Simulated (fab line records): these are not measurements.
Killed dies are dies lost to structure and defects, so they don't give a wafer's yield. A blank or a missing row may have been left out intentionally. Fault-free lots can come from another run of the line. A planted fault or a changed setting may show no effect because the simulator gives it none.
Chamber matching    flow nand harc    rie diel-05 running NHARC_A_BLC_DESCUM_15: 4 sister chambers
The step chemistry O2, time 3 s. 8 wafers are shown with their chamber, then 12 later ones without.

== WAFERS WITH THEIR CHAMBER ==
wafer   chamber  drypump motor current A (A)  oes product au (a.u.)
L085.3  1        5.9                          1.003
L086.3  1        5.9                          1.019
L087.2  0        5.8                          0.999
L087.3  3        6.4                          1.004
L087.5  3        6.4                          1.004
L089.3  2        6.2                          1.008
L089.4  0        5.8                          1.001
L089.5  2        6.1                          1.004

== WAFERS WHOSE CHAMBER IS MISSING ==
wafer   drypump motor current A (A)  oes product au (a.u.)
L084.2  6.0                          0.996
L084.3  6.2                          1.019
L084.4  5.8                          0.994
L088.1  5.8                          1.002
L088.3  5.9                          1.009
L088.6  5.8                          0.999
L097.2  6.2                          1.006
L097.3  5.8                          1.007
L097.6  6.3                          1.004
L095.2  6.4                          1.015
L095.3  6.2                          1.024
L095.4  5.9                          1.016

== EACH ONE'S CHAMBER ==
wafer   from the rows above           in truth
L084.2  can't be placed: 1 or 2 or 0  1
L084.3  2                             2
L084.4  0                             0
L088.1  0                             0
L088.3  1                             1
L088.6  0                             0
L097.2  2                             2
L097.3  can't be placed: 0 or 1       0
L097.6  can't be placed: 3 or 2       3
L095.2  3                             3
L095.3  2                             2
L095.4  1                             1
Placed correctly: 9 of 12. From these rows, 3 cannot be placed; in 3 the true chamber is one of the candidates. Wrongly placed: 0.
How it was worked out, from the rows above alone: a wafer's distance from a chamber is the root of the sum, over the readings, of the square of ((its reading less the chamber's mean) divided by the reading's scatter). If the next closest chamber is less than 2 further off than the closest, the wafer can't be placed; otherwise it belongs to the closest. The mean given for a chamber averages the wafers shown for that chamber. How the scatter is found: for the shown wafers, subtract from each reading the mean of its chamber, square and add these, divide the total by (wafers less chambers), then take the root.
